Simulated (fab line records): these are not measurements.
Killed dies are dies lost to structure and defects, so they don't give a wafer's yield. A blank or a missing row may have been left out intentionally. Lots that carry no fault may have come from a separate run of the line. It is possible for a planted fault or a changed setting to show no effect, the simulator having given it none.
The tool behind it: which one? -- flow n5-finfet -- Sampling: 6 lots, 17 wafers, 2 of 1938 route steps

WHAT THE GAUGES READ, wafer by wafer
N5_SDB_THK_MEAS_31.
lot,measured,on,SDB_THK (nm)
L437,day 4 02:37,film-metro-01,63.6 66.4 66.7
L439,day 4 13:53,film-metro-01,64.3 64.9 66.1
L441,day 5 02:16,film-metro-01,65.2 65.0
L446,day 6 13:18,film-metro-01,63.5 66.1 63.3
L449,day 7 05:30,film-metro-01,64.1 63.9 63.1
L452,day 7 21:06,film-metro-01,64.2 64.3 61.8

WHICH TOOL RAN EACH LOT (tool, then ch and the chambers of the sampled wafers, then the start)
lot,N5_SDB_CMP_30
L437,"cmp-01 ch 0,2, day 4 02:21"
L439,"cmp-04 ch 2,3, day 4 13:38"
L441,"cmp-02 ch 0,1, day 5 02:01"
L446,"cmp-01 ch 0,1,3, day 6 13:05"
L449,"cmp-01 ch 1,2, day 7 05:12"
L452,"cmp-02 ch 0,1,3, day 7 20:55"
- N5_SDB_CMP_30: polishes, stops on poly-Si, t overpolish 1.54 s, target thk 30 nm.

THE ANSWER, worked out from the rows above alone
Rule: usual is defined by the lots themselves. Put in order of their means at a reading, lots are off if they are a third of the lots or fewer, leave a main group of 4 or more, and stand apart from it by a gap of 3 or more times the standard deviation of the main group's means; of several such gaps the widest counts. A main group is skipped when, at the precision printed for the reading in the tables above, its means are all equal. A lot without any number at a reading at which 4 lots or more have one is off too. Any other lot the step has rows for is counted as sound.
None of the lots is off at any reading shown; this tells nothing.

WHAT THE SIMULATOR PUT IN
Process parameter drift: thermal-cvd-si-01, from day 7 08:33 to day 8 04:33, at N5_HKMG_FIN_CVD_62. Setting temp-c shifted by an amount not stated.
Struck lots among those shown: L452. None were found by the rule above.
